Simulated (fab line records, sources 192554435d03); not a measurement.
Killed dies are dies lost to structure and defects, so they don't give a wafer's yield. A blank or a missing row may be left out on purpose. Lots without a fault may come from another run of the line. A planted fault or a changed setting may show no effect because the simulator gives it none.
Split-lot experiment | flow n5_finfet | 7 lots, 21 wafers read, on a route of 1938 steps

THE SPLIT
At N5_BEOL_M7_DESCUM_33 (chemistry O2, time 7 s), the setting time_s was moved away from the recipe's 7 s on 5 of the 21 wafers read, by -20.6% to +17.6%. The other wafers ran this setting at the recipe's value.

The file shows no step between the split and the reading.

THE READING
CAR-EUV_of_BEOL_M7_COAT_22.thk_nm (the simulator's own value, which no gauge read), in nm, at N5_BEOL_M7_ETCH_72 (etches underlayer in N2/H2, target depth 6.5 nm, time 5.2 s). The file gives no usual value for it. The 16 wafers here that ran the recipe average 20.4 nm, standard deviation 0.14 nm.

wafer  | tool, chamber at the split | time_s as run, s | against the recipe | CAR-EUV_of_BEOL_M7_COAT_22.thk_nm, nm | against lot-mates on the recipe
L074.1 | rie_diel-05, 3,0           | 7                | recipe             | 20.4                                  | -
L074.2 | rie_diel-05, 1             | 5.558            | -20.6%             | 21.4                                  | +0.9
L074.4 | rie_diel-05, 3,0           | 7                | recipe             | 20.6                                  | -
L081.2 | rie_diel-02, 1,3,2         | 7                | recipe             | 20.2                                  | -
L081.3 | rie_diel-02, 1,3,2         | 7                | recipe             | 20.4                                  | -
L081.5 | rie_diel-02, 1,3,2         | 7                | recipe             | 20.2                                  | -
L088.2 | rie_diel-03, 1,3           | 8.234            | +17.6%             | 19.8                                  | -0.6
L088.3 | rie_diel-03, 1,3           | 8.234            | +17.6%             | 19.6                                  | -0.8
L088.6 | rie_diel-03, 2             | 7                | recipe             | 20.4                                  | -
L089.2 | rie_diel-03, 3,0,0         | 7                | recipe             | 20.4                                  | -
L089.3 | rie_diel-03, 3,0,0         | 7                | recipe             | 20.4                                  | -
L089.4 | rie_diel-03, 3,0,0         | 7                | recipe             | 20.6                                  | -
L091.2 | rie_diel-02, 0             | 7                | recipe             | 20.2                                  | -
L091.4 | rie_diel-02, 1             | 7                | recipe             | 20.2                                  | -
L091.5 | rie_diel-02, 0             | 7                | recipe             | 20.2                                  | -
L094.1 | rie_diel-03, 0             | 7                | recipe             | 20.6                                  | -
L094.4 | rie_diel-03, 2,1           | 6.284            | -10.2%             | 20.8                                  | +0.2
L094.6 | rie_diel-03, 2,1           | 6.284            | -10.2%             | 20.8                                  | +0.2
L096.1 | rie_diel-05, 1             | 7                | recipe             | 20.4                                  | -
L096.4 | rie_diel-05, 3,0           | 7                | recipe             | 20.4                                  | -
L096.6 | rie_diel-05, 3,0           | 7                | recipe             | 20.4                                  | -
Where a row lists several chambers, the file gives one row for several wafers and doesn't say which wafer went through which chamber.

THE FIT
A straight line over all 21 wafers: CAR-EUV_of_BEOL_M7_COAT_22.thk_nm changes by -0.0426 nm for each +1% of time_s; r = -0.93; the points scatter about the line by 0.14 nm.
The same after taking each lot's own level away (the mean of its wafers on the recipe; 21 wafers): -0.0378 nm for each +1%; r = -0.95; scatter 0.096 nm.
On that fit, the largest move of time_s shifts the reading by 0.78 nm.
The lots' own levels span 20.20 to 20.60 nm, that is 2.9 times the standard deviation above.
So the lot-to-lot level changes the slope: the two fits differ.
Check: with one of the wafers moved furthest among these (-20.6%) left out of the fit, the line predicts +0.68 nm for it against its lot-mates. It came out at +0.9 nm against them.

OTHER SPLITS ON THESE WAFERS
These wafers also went through other splits before the reading. Each is held against what the fit with the lots' levels taken away leaves over:
other split on the same wafers | wafers away from the commonest value | r with CAR-EUV_of_BEOL_M7_COAT_22.thk_nm (lot level and that fit taken away)
N5_BEOL_M7_COAT_71 spin_rpm    | 10                                   | +0.43

THE WHOLE CHAIN: every reading that the file lists as answering this split, in the file's order
step                 | what it does                                                | reading                                                                            | change (the file's fit)                                                                 | r (the file's)
N5_BEOL_M7_DESCUM_33 | chemistry O2, time 7 s                                      | CAR-EUV_of_BEOL_M7_COAT_22.thk_nm (the simulator's own value, which no gauge read) | -0.0364 nm for each +1% of the setting                                                  | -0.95
N5_BEOL_M7_ETCH_72   | etches underlayer in N2/H2, target depth 6.5 nm, time 5.2 s | CAR-EUV_of_BEOL_M7_COAT_22.thk_nm (the simulator's own value, which no gauge read) | -0.0392 nm for each +1% of the setting                                                  | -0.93
N5_BEOL_M7_ETCH_65   | etches SiARC in CF4, target depth 15.6 nm, time 26 s        | CAR-EUV_of_BEOL_M7_COAT_22.thk_nm (the simulator's own value, which no gauge read) | -0.0381 nm for each +1% of the setting, in a fit together with spin_rpm@BEOL_M7_COAT_71 | 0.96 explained

THE FILE'S OWN FIT
CAR-EUV_of_BEOL_M7_COAT_22.thk_nm changes by -0.0392 nm for each +1% of time_s, r = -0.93.
